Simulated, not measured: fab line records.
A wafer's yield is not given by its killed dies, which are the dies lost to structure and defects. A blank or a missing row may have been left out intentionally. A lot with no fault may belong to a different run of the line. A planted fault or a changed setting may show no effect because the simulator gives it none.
fab line records	flow nand_harc
record lots=7	wafers=21	last_day=33
route steps=1302 shown A_CONTACT@1073 END@1302
lots untouched by any fault: they come from a run of this same line in which no faults occurred
start_h: hours from the record's opening day to when the first of the lot's shown wafers began	wait_h: time in hours since the lot's previous step	" the same as in the row above	L1.1+2: several wafers, shown together as one row	- value missing, or start not given	* or withheld: withheld	< > ~ a bound
route shown NAME@n: NAME is a module with steps in the file, n the number in the route of the first one	usual: the fault-free wafers' mean and standard deviation	same: alike in all rows	chamber/n: place in a boat	sites: readings site by site	_std_site: their standard deviation	_edge_site: the outer-site mean with the inner-site mean subtracted	radius_mm: for every site, how far away it sits from the centre of the wafer	mask NAME#n: copy n	behind: the most recent tool/chamber to have shaped the wafer	hold: why the lot went on hold/how many hours it stayed there/how the hold came to an end	device: which transistor (n, p or np) failed to switch	end of line: the same wafers' tests at the end of the route	a step without rows: its recipe alone	killed: dies lost to structure and defects at the first sort, not the wafer's yield	map: a wafer's dies, marking killed ones x, the rest . and places with no die _
set.NAME: the setting as run; set.NAME@STEP: as run at that earlier step	model.NAME: the simulator's own value behind a step, which no gauge read
certain route steps with their lots: each step a table, each wafer a row
services: when a tool's chamber went out of use (start_h, in hours from the record's first day, below 0 if earlier), for how many hours, and the reason
## steps
# step NHARC_A_CONTACT_SOFTBAKE_03
# recipe temp_c=105	time_s=55
# step NHARC_A_CONTACT_EBR_04
# step NHARC_A_CONTACT_EXPOSE_05
# recipe na=1.35	sigma_outer=0.8	dose_mj=84.24	mask_id=A_CC
# step NHARC_A_CONTACT_PEB_06
# recipe peb_temp_c=100	peb_time_s=65
# step NHARC_A_CONTACT_DEVELOP_07
# recipe develop_time_s=35	dev_temp_c=23
# step NHARC_A_CONTACT_CD_MEAS_08
# recipe target_cd_nm=200	landing_energy_ev=500
# usual cd_nm=200.0/0.65
lot.wafer	tool	chamber	start_h	wait_h	cd_nm
L745.2	cd_sem-01	0	525.29	-	200.2
L745.5	"	0	"	"	200.2
L745.6	"	0	"	"	199.6
L750.1	cd_sem-03	0	591.31	-	198.6
L750.4	"	0	"	"	199.2
L750.5	"	0	"	"	199.7
L760.1	cd_sem-02	0	693.40	-	199.3
L760.2	"	0	"	"	199.6
L760.3	"	0	"	"	199.3
L761.1	cd_sem-02	0	695.01	-	200.0
L761.2	"	0	"	"	200.2
L761.3	"	0	"	"	199.4
L762.2	cd_sem-03	0	708.66	-	200.9
L762.3	"	0	"	"	200.6
L762.6	"	0	"	"	199.2
L765.2	cd_sem-01	0	734.18	-	200.3
L765.3	"	0	"	"	200.6
L765.5	"	0	"	"	199.3
L766.2	cd_sem-02	0	738.43	-	199.9
L766.5	"	0	"	"	199.4
L766.6	"	0	"	"	200.0
# step NHARC_A_CONTACT_OVL_MEAS_09
# usual overlay_x_nm=-0.1/1.1	overlay_y_nm=0.0/0.92
lot.wafer	tool	chamber	start_h	wait_h	overlay_x_nm	overlay_y_nm
L745.2	overlay-02	-	525.38	-	-1.0	0.0
L745.5	"	-	"	"	-0.2	0.0
L745.6	"	-	"	"	-0.9	-0.3
L750.1	overlay-01	-	591.40	-	1.2	-0.7
L750.4	"	-	"	"	0.7	-0.8
L750.5	"	-	"	"	0.9	-0.6
L760.1	overlay-02	-	693.49	-	-1.1	0.3
L760.2	"	-	"	"	-1.0	-0.1
L760.3	"	-	"	"	-1.7	0.0
L761.1	overlay-02	-	695.10	-	-1.1	-0.3
L761.2	"	-	"	"	-1.8	-1.1
L761.3	"	-	"	"	-1.5	-0.5
L762.2	overlay-01	-	708.75	-	-2.3	0.3
L762.3	"	-	"	"	-1.7	1.4
L762.6	"	-	"	"	-2.3	0.3
L765.2	overlay-02	-	734.26	-	-0.9	0.6
L765.3	"	-	"	"	-0.8	0.2
L765.5	"	-	"	"	-0.6	0.2
L766.2	overlay-02	-	738.51	-	-0.9	0.1
L766.5	"	-	"	"	-0.1	0.8
L766.6	"	-	"	"	-0.7	1.0
# step NHARC_A_CONTACT_INSPECT_10
# usual raw_defect_count=89/34
lot.wafer	tool	chamber	start_h	wait_h	raw_defect_count
L745.2	defect_inspect-01	-	525.41	0.0	109
L745.5	"	-	"	"	117
L745.6	"	-	"	"	115
L750.1	defect_inspect-01	-	591.44	0.0	129
L750.4	"	-	"	"	134
L750.5	"	-	"	"	120
L760.1	defect_inspect-01	-	693.52	0.0	117
L760.2	"	-	"	"	91
L760.3	"	-	"	"	113
L761.1	defect_inspect-01	-	695.14	0.0	100
L761.2	"	-	"	"	86
L761.3	"	-	"	"	79
L762.2	defect_inspect-02	-	708.78	0.0	83
L762.3	"	-	"	"	68
L762.6	"	-	"	"	77
L765.2	defect_inspect-02	-	734.30	0.0	72
L765.3	"	-	"	"	82
L765.5	"	-	"	"	86
L766.2	defect_inspect-02	-	738.55	0.0	60
L766.5	"	-	"	"	63
L766.6	"	-	"	"	67
# step NHARC_A_CONTACT_DESCUM_13
# recipe time_s=3	o2_flow_sccm=200	ar_flow_sccm=0	bias_power_w=0	chemistry=O2
# usual drypump_motor_current_A=5.7/0.45	o2_flow_sccm=199.9/0.58	oes_product_au=1.002/0.011	rf_vpp_V=57.7/0.99	showerhead_plenum_p_Torr=1.92/0.097	throttle_valve_pct=11.311/0.0085
# same time_s=3
lot.wafer	tool	chamber	start_h	wait_h	drypump_motor_current_A	o2_flow_sccm	oes_product_au	rf_hours_counter_h	rf_vpp_V	showerhead_plenum_p_Torr	throttle_valve_pct
L745.2	rie_diel-02	0	525.50	0.1	5.7	200.1	1.001	47	58.8	2.02	11.299
L745.6	"	1	"	"	6.1	199.9	1.006	-	57.7	1.90	11.308
L745.5	"	2	"	"	6.0	200.2	0.989	-	56.5	1.84	11.306
L750.4	rie_diel-06	2	591.50	0.1	5.7	200.1	0.994	15	59.4	1.89	11.318
L750.1	"	1	"	"	5.2	199.5	1.015	16	57.8	1.83	11.311
L750.5	"	3	"	"	5.2	199.7	0.998	-	56.7	1.84	11.310
L760.1	rie_diel-02	1	693.58	0.1	6.1	200.9	1.019	37	58.6	1.88	11.325
L760.2	"	2	"	"	6.0	199.8	1.011	35	60.2	1.82	11.316
L760.3	"	0	"	"	5.7	198.9	1.007	41	56.3	2.00	11.317
L761.1	rie_diel-02	2	695.20	0.1	6.0	200.0	1.011	36	58.5	1.82	11.321
L761.2	"	0	"	"	5.7	200.7	1.008	42	59.1	2.00	11.316
L761.3	"	1	"	"	6.2	198.7	1.016	37	57.4	1.88	11.308
L762.3	rie_diel-02	0	708.85	0.1	5.8	199.3	1.003	45	57.5	2.00	11.324
L762.2	"	2	"	"	6.0	200.0	1.001	40	58.6	1.82	11.310
L762.6	"	0	"	"	5.8	199.9	1.001	-	56.7	2.00	11.323
L765.2	rie_diel-09	1	734.37	0.1	5.8	199.8	0.996	17	56.6	2.00	11.303
L765.3	"	3	"	"	6.4	200.1	0.991	15	57.8	2.07	11.308
L765.5	"	0	"	"	5.2	200.9	1.006	-	55.4	1.80	11.295
L766.2	rie_diel-06	0	738.62	0.1	5.8	199.5	0.998	8	58.8	2.06	11.324
L766.5	"	3	"	"	5.1	199.6	1.003	-	57.4	1.84	11.289
L766.6	"	0	"	"	5.8	198.8	1.003	-	59.5	2.06	11.313
# step NHARC_A_CONTACT_ETCH_88
# recipe target_depth_a=390	over_etch_frac=0.3	time_s=65	ion_energy_ev=80	cf4_flow_sccm=150	ar_flow_sccm=0	rf_w=300	bias_w=100	chemistry=CF4
# usual drypump_motor_current_A=5.8/0.45	oes_product_au=1.002/0.011	rf_vpp_V=151.4/1.2	showerhead_plenum_p_Torr=1.78/0.085	throttle_valve_pct=13.284/0.0092
# same time_s=65
lot.wafer	tool	chamber	start_h	wait_h	drypump_motor_current_A	oes_product_au	rf_hours_counter_h	rf_vpp_V	showerhead_plenum_p_Torr	throttle_valve_pct
L745.2	rie_diel-02	2	525.69	0.2	6.0	0.993	46	150.5	1.70	13.273
L745.6	"	3	"	"	6.6	0.996	-	153.6	1.88	13.283
L745.5	"	0	"	"	5.7	0.998	-	151.7	1.86	13.270
L750.4	rie_diel-06	1	591.60	0.1	5.2	1.011	16	149.8	1.70	13.287
L750.1	"	2	"	"	5.8	0.990	15	150.2	1.75	13.282
L750.5	"	3	"	"	5.1	1.008	-	151.1	1.71	13.271
L760.1	rie_diel-02	0	693.69	0.1	5.7	1.008	41	153.2	1.85	13.277
L760.2	"	1	"	"	6.1	1.016	37	149.9	1.74	13.299
L760.3	"	2	"	"	6.0	1.012	35	150.9	1.69	13.270
L761.2	rie_diel-02	2	695.28	0.1	6.0	1.015	36	150.1	1.69	13.276
L761.1	"	0	"	"	5.8	1.004	42	151.9	1.85	13.289
L761.3	"	1	"	"	6.1	1.008	37	150.8	1.74	13.284
L762.3	rie_diel-02	0	708.93	0.1	5.8	1.001	45	150.9	1.84	13.305
L762.2	"	2	"	"	6.0	1.006	40	149.9	1.69	13.280
L762.6	"	1	"	"	6.1	1.018	-	152.7	1.74	13.279
L765.3	rie_diel-09	0	734.45	0.1	5.2	1.015	18	149.3	1.67	13.285
L765.2	"	1	"	"	5.7	1.001	17	151.7	1.84	13.292
L765.5	"	0	"	"	5.2	1.005	-	150.6	1.67	13.269
L766.2	rie_diel-06	1	738.71	0.1	5.2	0.990	8	150.1	1.69	13.289
L766.5	"	3	"	"	5.1	1.007	-	151.1	1.70	13.283
L766.6	"	0	"	"	5.8	0.989	-	152.8	1.90	13.283
# step NHARC_A_CONTACT_ETCH_89
# recipe target_depth_a=2600	over_etch_frac=0.3	time_s=475.3	ion_energy_ev=200	n2_flow_sccm=150	h2_flow_sccm=150	ar_flow_sccm=0	rf_w=400	bias_w=150	chemistry=N2/H2
# usual drypump_motor_current_A=5.7/0.43	oes_product_au=1.004/0.013	rf_vpp_V=430.6/2.9	showerhead_plenum_p_Torr=2.04/0.1	throttle_valve_pct=14.171/0.0087
# same time_s=475.3
lot.wafer	tool	chamber	start_h	wait_h	drypump_motor_current_A	oes_product_au	rf_hours_counter_h	rf_vpp_V	showerhead_plenum_p_Torr	throttle_valve_pct
L745.2	rie_diel-02	1	-	-	6.1	1.015	48	430.0	2.03	14.184
L745.6	"	2	"	"	6.0	0.983	-	426.5	1.96	14.172
L745.5	"	3	"	"	6.6	1.002	-	434.4	2.19	14.183
L750.4	rie_diel-06	2	-	-	5.8	0.988	15	429.6	2.02	14.166
L750.1	"	1	"	"	5.2	1.008	16	427.4	1.95	14.161
L750.5	"	2	"	"	5.8	0.995	-	430.1	2.01	14.162
L760.3	rie_diel-02	2	-	-	6.1	1.023	35	427.0	1.94	14.166
L760.1	"	0	"	"	5.7	1.002	42	431.6	2.14	14.183
L760.2	"	1	"	"	6.1	1.046	37	429.5	2.01	14.173
L761.3	rie_diel-02	3	-	-	6.6	1.032	40	434.1	2.17	14.173
L761.1	"	0	"	"	5.8	1.011	42	433.4	2.14	14.152
L761.2	"	1	"	"	6.1	1.033	37	428.2	2.01	14.175
L762.2	rie_diel-02	1	-	-	6.2	1.023	40	429.9	2.01	14.175
L762.3	"	3	"	"	6.6	1.029	44	434.8	2.16	14.165
L762.6	"	0	"	"	5.7	0.999	-	433.2	2.14	14.162
L765.2	rie_diel-09	2	-	-	5.2	1.000	17	432.2	2.15	14.177
L765.3	"	0	"	"	5.3	1.007	18	426.5	1.91	14.160
L765.5	"	2	"	"	5.2	1.004	-	434.0	2.15	14.162
L766.2	rie_diel-06	2	-	-	5.8	1.007	8	430.4	2.01	14.137
L766.6	"	2	"	"	5.8	1.006	-	429.7	2.01	14.183
L766.5	"	3	"	"	5.1	1.011	-	428.6	1.96	14.178
# step NHARC_A_CONTACT_ETCH_30
# recipe target_depth_a=726	time_s=36.3	cf4_flow_sccm=100	chf3_flow_sccm=30	ar_flow_sccm=0	rf_w=500	bias_w=200	chemistry=CF4/CHF3
# usual chf3_flow_sccm=30.01/0.083	drypump_motor_current_A=5.8/0.45	oes_product_au=0.935/0.021	rf_vpp_V=370.7/2.7	showerhead_plenum_p_Torr=1.58/0.077	throttle_valve_pct=16.803/0.0095
# same time_s=36.3
lot.wafer	tool	chamber	start_h	wait_h	chf3_flow_sccm	drypump_motor_current_A	oes_product_au	rf_hours_counter_h	rf_vpp_V	showerhead_plenum_p_Torr	throttle_valve_pct
L745.2	rie_diel-02	3	-	-	30.00	6.6	0.930	35	374.3	1.68	16.795
L745.5	"	2	"	"	30.06	6.0	0.915	-	367.2	1.51	16.791
L745.6	"	3	"	"	30.05	6.6	0.926	-	373.7	1.68	16.799
L750.1	rie_diel-06	0	-	-	30.11	5.9	0.918	18	374.5	1.70	16.808
L750.4	"	1	"	"	30.15	5.3	0.923	16	369.1	1.51	16.792
L750.5	"	2	"	"	30.04	5.8	0.920	-	369.5	1.56	16.798
L760.1	rie_diel-02	2	-	-	29.92	6.0	0.940	35	367.3	1.50	16.807
L760.2	"	0	"	"	30.06	5.7	0.927	42	373.9	1.64	16.818
L760.3	"	1	"	"	29.94	6.1	0.945	37	370.3	1.55	16.804
L761.1	rie_diel-02	1	-	-	30.07	6.1	0.952	38	371.0	1.55	16.808
L761.2	"	2	"	"	29.98	6.0	0.943	36	368.1	1.50	16.819
L761.3	"	0	"	"	29.91	5.7	0.942	43	372.1	1.64	16.801
L762.2	rie_diel-02	2	-	-	29.94	6.0	0.925	40	368.8	1.50	16.801
L762.3	"	0	"	"	30.16	5.8	0.933	46	373.7	1.64	16.787
L762.6	"	3	"	"	30.02	6.6	0.937	-	372.8	1.66	16.810
L765.2	rie_diel-09	3	-	-	30.19	6.4	0.973	15	373.1	1.70	16.803
L765.3	"	0	"	"	30.00	5.2	0.974	18	367.0	1.48	16.808
L765.5	"	3	"	"	30.14	6.4	0.967	-	374.9	1.70	16.806
L766.2	rie_diel-06	0	-	-	29.94	5.8	0.918	8	375.3	1.69	16.811
L766.6	"	0	"	"	29.99	5.8	0.909	-	374.8	1.69	16.805
L766.5	"	1	"	"	29.93	5.2	0.902	-	369.0	1.50	16.799
# step NHARC_A_CONTACT_ETCH_31
# recipe target_depth_a=28000	over_etch_frac=0.3	time_s=728	ion_energy_ev=150	o2_flow_sccm=400	cos_flow_sccm=20	ar_flow_sccm=0	rf_w=500	bias_w=300	chemistry=O2/COS
# usual drypump_motor_current_A=5.8/0.45	o2_flow_sccm=400.0/1.2	oes_product_au=1.002/0.011	rf_vpp_V=314.4/2.4	showerhead_plenum_p_Torr=3.14/0.16	throttle_valve_pct=28.332/0.0093
# same time_s=728
lot.wafer	tool	chamber	start_h	wait_h	drypump_motor_current_A	o2_flow_sccm	oes_product_au	rf_hours_counter_h	rf_vpp_V	showerhead_plenum_p_Torr	throttle_valve_pct
L745.2	rie_diel-02	2	526.34	-	6.1	400.0	0.981	46	313.2	3.00	28.328
L745.6	"	3	"	"	6.6	401.8	0.992	-	317.7	3.33	28.340
L745.5	"	0	"	"	5.7	401.3	0.985	-	315.9	3.29	28.330
L750.4	rie_diel-06	3	592.16	-	5.1	400.4	0.995	16	313.6	3.01	28.339
L750.1	"	1	"	"	5.2	401.6	1.004	16	312.0	2.99	28.338
L750.5	"	0	"	"	5.8	398.2	1.008	-	318.3	3.36	28.355
L760.1	rie_diel-02	0	694.29	-	5.7	399.6	0.854	42	315.3	3.26	28.326
L760.2	"	1	"	"	6.2	400.5	1.033	37	313.3	3.08	28.331
L760.3	"	2	"	"	6.0	398.8	1.013	36	311.7	2.98	28.336
L761.1	rie_diel-02	0	695.85	-	5.8	399.9	0.858	43	316.1	3.26	28.322
L761.3	"	1	"	"	6.2	399.3	1.023	38	313.8	3.08	28.321
L761.2	"	2	"	"	6.1	402.2	1.016	36	311.5	2.98	28.328
L762.2	rie_diel-02	3	709.48	-	6.6	400.0	1.021	44	317.7	3.30	28.301
L762.3	"	1	"	"	6.1	399.7	1.018	41	313.6	3.07	28.323
L762.6	"	0	"	"	5.7	401.0	0.862	-	316.7	3.26	28.339
L765.3	rie_diel-09	0	734.95	-	5.2	399.8	1.006	18	311.5	2.94	28.322
L765.2	"	1	"	"	5.7	401.1	1.002	17	316.5	3.25	28.341
L765.5	"	1	"	"	5.7	401.8	0.992	-	316.1	3.25	28.332
L766.2	rie_diel-06	2	739.20	-	5.8	396.8	1.004	9	313.4	3.08	28.323
L766.5	"	2	"	"	5.8	400.0	1.000	-	313.4	3.08	28.340
L766.6	"	3	"	"	5.1	400.7	1.007	-	311.5	3.00	28.321
# step NHARC_A_CONTACT_ETCH_134
# recipe source_w=withheld	pressure_mtorr=20	bias_v=withheld	time_s=140	target_depth_a=7000	ar_flow_sccm=withheld	c4f8_flow_sccm=withheld	o2_flow_sccm=withheld	chemistry=C4F8/O2/Ar
# same time_s=140
lot.wafer	tool	chamber	start_h	wait_h	rf_hours_counter_h
L745.2	har_cap_etch-01	0	526.75	-	2
L745.6	"	1	"	"	-
L745.5	"	0	"	"	-
L750.1	har_cap_etch-02	1	592.72	-	99
L750.4	"	1	"	"	-
L750.5	"	1	"	"	-
L760.1	har_cap_etch-02	0	694.93	-	115
L760.2	"	1	"	"	115
L760.3	"	0	"	"	-
L761.2	har_cap_etch-03	1	696.32	-	77
L761.1	"	0	"	"	77
L761.3	"	1	"	"	-
L762.2	har_cap_etch-03	1	710.05	-	78
L762.3	"	1	"	"	-
L762.6	"	1	"	"	-
L765.2	har_cap_etch-03	0	735.48	-	84
L765.3	"	1	"	"	-
L765.5	"	1	"	"	-
L766.2	har_cap_etch-01	1	739.73	-	44
L766.5	"	1	"	"	-
L766.6	"	0	"	"	-
# step NHARC_END_SORT_01
# recipe temp_c=25
# usual killed_at_array=64/20	killed_at_other=0.7/1.1	killed_at_periphery=3.6/2.7	killed_dies=68/20	killed_open=2.8/1.9	killed_short=2.3/1.5
# same gross_dies=677
lot.wafer	tool	chamber	start_h	wait_h	killed_at_array	killed_at_other	killed_at_periphery	killed_dies	killed_open	killed_short
L745.2	prober-02	0	572.41	2.8	64	0	2	66	0	4
L745.5	prober-02	0	574.81	3.7	64	0	2	66	1	3
L745.6	prober-02	0	575.61	4.0	65	0	3	68	3	3
L750.1	prober-02	0	645.55	2.5	90	1	1	92	3	3
L750.4	prober-02	0	647.98	3.4	81	0	1	82	1	1
L750.5	prober-02	0	648.79	3.7	85	1	2	88	8	2
L761.1	prober-02	0	746.01	2.5	302	0	13	315	5	1
L761.2	prober-02	0	746.82	2.8	63	1	6	70	2	5
L761.3	prober-02	0	747.62	3.1	55	1	5	61	1	2
L760.1	prober-01	0	746.02	2.5	231	0	4	235	1	1
L760.2	prober-01	0	746.82	2.8	71	0	5	76	2	1
L760.3	prober-01	0	747.62	3.1	87	0	2	89	2	1
L762.2	prober-01	0	762.95	2.8	59	1	4	64	3	2
L762.3	prober-01	0	763.76	3.1	54	1	5	60	3	2
L762.6	prober-01	0	766.18	4.0	272	0	4	276	1	2
L766.2	prober-01	0	793.43	2.8	42	0	6	48	5	5
L766.5	prober-01	0	795.82	3.7	41	1	3	45	0	4
L766.6	prober-01	0	796.61	4.0	54	2	4	60	4	0
# killed by level:class
L745.2 A_CHANNEL_HOLE_D1:chamber_film_flake=31 A_CHANNEL_HOLE_D2:chamber_film_flake=22 A_CONTACT:chamber_film_flake=4 A_CHANNEL_FILL_D1:chamber_film_flake=3 P_CONTACT:geometric_particle:short=1 A_ONON_D1:geometric_particle:short=1 A_ONON_D2:geometric_particle:short=1 A_M0:geometric_particle:short=1
L745.5 A_CHANNEL_HOLE_D2:chamber_film_flake=32 A_CHANNEL_HOLE_D1:chamber_film_flake=19 A_CONTACT:chamber_film_flake=4 A_STAIRCASE:chamber_film_flake=3 A_ONON_D1:geometric_particle:open=1 A_CHANNEL_HOLE_D1:geometric_particle:short=1 A_CHANNEL_FILL_D2:geometric_particle:short=1 A_SLIT:geometric_particle:short=1
L745.6 A_CHANNEL_HOLE_D2:chamber_film_flake=28 A_CHANNEL_HOLE_D1:chamber_film_flake=22 A_CONTACT:chamber_film_flake=4 P_GATE:chamber_film_flake=2 A_STAIRCASE:chamber_film_flake=2 A_CHANNEL_FILL_D1:chamber_film_flake=2 A_WL_FILL:chamber_film_flake=2 P_ZERO_WELL:geometric_particle:open=1
L750.1 A_CHANNEL_HOLE_D1:chamber_film_flake=35 A_SLIT:chamber_film_flake=33 A_CHANNEL_HOLE_D2:chamber_film_flake=10 A_CONTACT:chamber_film_flake=3 A_SOURCE_PLATE:geometric_particle:open=1 A_ONON_D2:geometric_particle:short=1 A_CHANNEL_FILL_D2:geometric_particle:open=1 A_CHANNEL_FILL_D2:geometric_particle:short=1
L750.4 A_CHANNEL_HOLE_D1:chamber_film_flake=41 A_SLIT:chamber_film_flake=27 A_CHANNEL_HOLE_D2:chamber_film_flake=6 A_CONTACT:chamber_film_flake=3 A_ONON_D1:geometric_particle:short=1 A_BLC:geometric_particle:open=1 P_ZERO_WELL:chamber_film_flake=1 A_CHANNEL_FILL_D1:chamber_film_flake=1
L750.5 A_CHANNEL_HOLE_D1:chamber_film_flake=30 A_SLIT:chamber_film_flake=27 A_CHANNEL_HOLE_D2:chamber_film_flake=7 A_CONTACT:chamber_film_flake=4 A_CHANNEL_FILL_D2:chamber_film_flake=3 A_STAIRCASE:chamber_film_flake=3 A_M0:geometric_particle:open=2 P_M0:geometric_particle:open=1
L761.1 A_CONTACT:area_etch=223 A_SLIT:chamber_film_flake=40 A_CHANNEL_HOLE_D1:chamber_film_flake=19 A_STAIRCASE:chamber_film_flake=7 P_GATE:chamber_film_flake=5 A_CONTACT:chamber_film_flake=4 P_ZERO_WELL:chamber_film_flake=3 P_M1:chamber_film_flake=3
L760.1 A_CONTACT:area_etch=153 A_CHANNEL_HOLE_D1:chamber_film_flake=31 A_CHANNEL_HOLE_D2:chamber_film_flake=29 A_CONTACT:chamber_film_flake=7 A_STAIRCASE:chamber_film_flake=6 P_GATE:chamber_film_flake=2 A_SLIT:chamber_film_flake=2 A_CHANNEL_FILL_D2:chamber_film_flake=2
L761.2 A_SLIT:chamber_film_flake=28 A_CHANNEL_HOLE_D1:chamber_film_flake=14 A_STAIRCASE:chamber_film_flake=10 A_CONTACT:chamber_film_flake=4 P_ZERO_WELL:chamber_film_flake=3 P_GATE:chamber_film_flake=2 P_CONTACT:geometric_particle:short=1 A_ONON_D1:geometric_particle:short=1
L760.2 A_CHANNEL_HOLE_D1:chamber_film_flake=27 A_CHANNEL_HOLE_D2:chamber_film_flake=24 A_WL_FILL:chamber_film_flake=6 A_CONTACT:chamber_film_flake=6 A_SLIT:chamber_film_flake=5 P_BONDPAD:chamber_film_flake=2 A_STAIRCASE:chamber_film_flake=2 P_GATE:geometric_particle:open=1
L761.3 A_SLIT:chamber_film_flake=27 A_CHANNEL_HOLE_D1:chamber_film_flake=10 A_STAIRCASE:chamber_film_flake=8 P_GATE:chamber_film_flake=4 A_CONTACT:chamber_film_flake=4 A_CHANNEL_FILL_D2:geometric_particle:short=1 A_BLC:geometric_particle:open=1 A_M0:geometric_particle:short=1
L760.3 A_CHANNEL_HOLE_D1:chamber_film_flake=35 A_CHANNEL_HOLE_D2:chamber_film_flake=28 A_CONTACT:chamber_film_flake=12 A_SLIT:chamber_film_flake=6 P_STI:chamber_film_flake=2 A_WL_FILL:chamber_film_flake=2 A_ONON_D1:geometric_particle:short=1 A_DECK1_JOINT:geometric_particle:open=1
L762.2 A_SLIT:chamber_film_flake=28 A_CHANNEL_HOLE_D1:chamber_film_flake=15 A_CONTACT:chamber_film_flake=6 A_STAIRCASE:chamber_film_flake=4 P_GATE:chamber_film_flake=3 A_ONON_D2:geometric_particle:short=1 A_ONON_D2:geometric_particle:open=1 A_CHANNEL_FILL_D2:geometric_particle:open=1
L762.3 A_SLIT:chamber_film_flake=29 A_CHANNEL_HOLE_D1:chamber_film_flake=15 A_STAIRCASE:chamber_film_flake=4 P_M0:chamber_film_flake=3 P_GATE:geometric_particle:open=1 A_ONON_D1:geometric_particle:open=1 A_WL_FILL:geometric_particle:short=1 A_CONTACT:geometric_particle:short=1
L762.6 A_CONTACT:area_etch=219 A_SLIT:chamber_film_flake=29 A_CHANNEL_HOLE_D1:chamber_film_flake=12 A_CONTACT:chamber_film_flake=6 P_M0:chamber_film_flake=3 A_CHANNEL_FILL_D2:geometric_particle:short=2 A_ONON_D2:geometric_particle:open=1 P_STI:chamber_film_flake=1
L766.2 A_SLIT:chamber_film_flake=29 P_M2:chamber_film_flake=3 A_CHANNEL_FILL_D1:geometric_particle:open=2 A_CONTACT:chamber_film_flake=2 P_STI:geometric_particle:short=1 P_CONTACT:geometric_particle:short=1 P_M1:geometric_particle:short=1 A_SOURCE_PLATE:geometric_particle:short=1
L766.5 A_SLIT:chamber_film_flake=33 A_CONTACT:chamber_film_flake=4 P_M2:chamber_film_flake=2 P_M0:geometric_particle:short=1 A_STAIRCASE:geometric_particle:short=1 A_WL_FILL:geometric_particle:short=1 STARTING-WAFER:geometric_particle:short=1 A_CHANNEL_HOLE_D2:chamber_film_flake=1
L766.6 A_SLIT:chamber_film_flake=38 A_CONTACT:chamber_film_flake=6 A_WL_FILL:geometric_particle:open=2 P_M2:chamber_film_flake=2 A_CHANNEL_FILL_D1:chamber_film_flake=2 A_M1:chamber_film_flake=2 THIN_TSV:chamber_film_flake=2 P_M0:geometric_particle:open=1
# map L760.1 (x killed, . not)
____________.____________
_________xxxx.xx_________
_______x....xx...._______
______xxxx..x.xxxx.______
_____x...x..x.xxx..x_____
____x....xxxx...xxx.x____
____.....x....x...x.x____
___......x..xx...xx.xx___
___......x....x..x..xx___
__....x..xx.....xx..xx.__
__...x.xx..x....x.xxx..__
_.xxx.x.....x.xxx.x.xxxx_
_..x....x...x.....x.x.xx_
_x.x....x...x..x...xxxxx_
_..xxx.....x....xxx..x.x_
_xxxxxx....x...xxx..x.x._
..xxxxx...........xxxxxx.
x.xxxxx......x...xxx.xxxx
xxxxxx.x.x...x....xx...xx
..xxxxxx.xx.......x..x..x
..x.xxx............xxxxxx
_.xxxxxx..............x._
_..xx.x.....x....xx....._
_..xxxx.x..x......xx.x.x_
_.xx..x.....x.x........x_
_.xx.......x...........x_
__....x...xx...x.x..x..__
__....x............x...__
___............x......___
___.....x............x___
____............xx.xx____
____.........x......x____
_____x...........x.._____
______........xx...______
_______....xx.xx.x_______
_________....x.._________
____________.____________
# map L761.1 (x killed, . not)
____________.____________
_________..xxx.x_________
_______xx...x...x._______
______xx.xx.x....x.______
_____..x.xx.xx.x..xx_____
____.x..x..xxxx.x...x____
____...x.xxx.xxx.....____
___x.x..xxx.x.xxx.xxx.___
___.x.x..xxxxxx..xx...___
__x.....x...xxxxxxx.x..__
__..xx.xxxx..x.xx.xxx..__
_..x....xxx.xxxx.x..x..x_
_...xxx...xxxxxx.x.xxx.x_
_....x....xxxxxx..x.xx.x_
_......x.xxxx.x.x.x.xx.._
_...xx.xx.xxxxx.xxxx.x.x_
.....x.xxxxxx.xxx.xxxx...
.....xxxxxxxxxxxx.x.xx...
...xx..xxxxxxx.x..x...x..
.x...xx.xxxxx..xx.xxxxx.x
....xxxxxxxxx.xxxxx.xxx..
_.xx.xxxxxxxxx...x..x..._
_..xxxxxxxxxxxxxxxx.x..._
_..xxxx..xxx..x..x....x._
_..xx....xx.x.xxxx..x..x_
_....x.xxxx.x..xxx.x...._
__...x..xxx.xx...xxx...__
__..x.........xx...x...__
___x.x.x.x.xx.xx......___
___..x.......x........___
____....x.xxx...x....____
____...x............x____
_____...x.x.......x._____
______....xx......x______
_______......x...._______
_________.x....._________
____________.____________
## services
tool	chamber	start_h	hours	kind
rie_diel-02	0	505.58	-	clean
rie_diel-02	1	505.58	-	clean
rie_diel-02	2	505.58	-	clean
rie_diel-02	3	505.58	-	clean
rie_diel-06	1	506.86	6.1	repair
rie_diel-02	0	530.08	-	clean
rie_diel-02	1	530.08	-	clean
rie_diel-02	2	530.08	-	clean
rie_diel-02	3	530.08	-	clean
har_cap_etch-03	-	549.22	1.5	repair
rie_diel-06	2	550.43	13.4	repair
rie_diel-06	-	559.49	0.5	repair
rie_diel-02	-	572.90	9.0	pm
rie_diel-06	-	600.79	1.0	repair
rie_diel-09	0	627.47	2.9	repair
rie_diel-02	-	642.04	1.2	repair
rie_diel-06	-	666.76	9.0	pm
rie_diel-09	-	674.21	9.0	pm
rie_diel-02	3	691.66	2.9	repair
rie_diel-02	-	707.07	0.2	repair
rie_diel-06	2	711.45	9.1	repair
rie_diel-09	1	720.68	1.7	repair
rie_diel-09	1	724.68	3.9	repair
har_cap_etch-03	-	737.93	2.0	repair
## key
first_sign step=NHARC_A_CONTACT_ETCH_31	reading=oes_product_au	direction=down	sigmas=13	usual=1.002	struck=0.858
effect step=NHARC_END_SORT_01	reading=killed_dies	direction=up	sigmas=11	usual=68	struck=275
more_kills_born_at NHARC_A_CONTACT_ETCH_31@rie_diel-02=595
met_at NHARC_A_CONTACT_ETCH_31
struck_wafers L760.1,L761.1,L762.6
tester_left_out L760,L761,L762
onset_between 526.34 694.29
fault kind=process_parameter_drift	tool=rie_diel-02	chamber=0	onset_h=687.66	steps=NHARC_A_CONTACT_ETCH_31	channel=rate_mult	offset=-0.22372	shape=step	end_h=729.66
# tester_left_out: of these lots the tester's yield and bins aren't shown, on N5 and GAA mostly nor the transistor test; their killed dies are dies lost to structure and defects alone, not to doping, threshold or leakage, so they don't give the yield
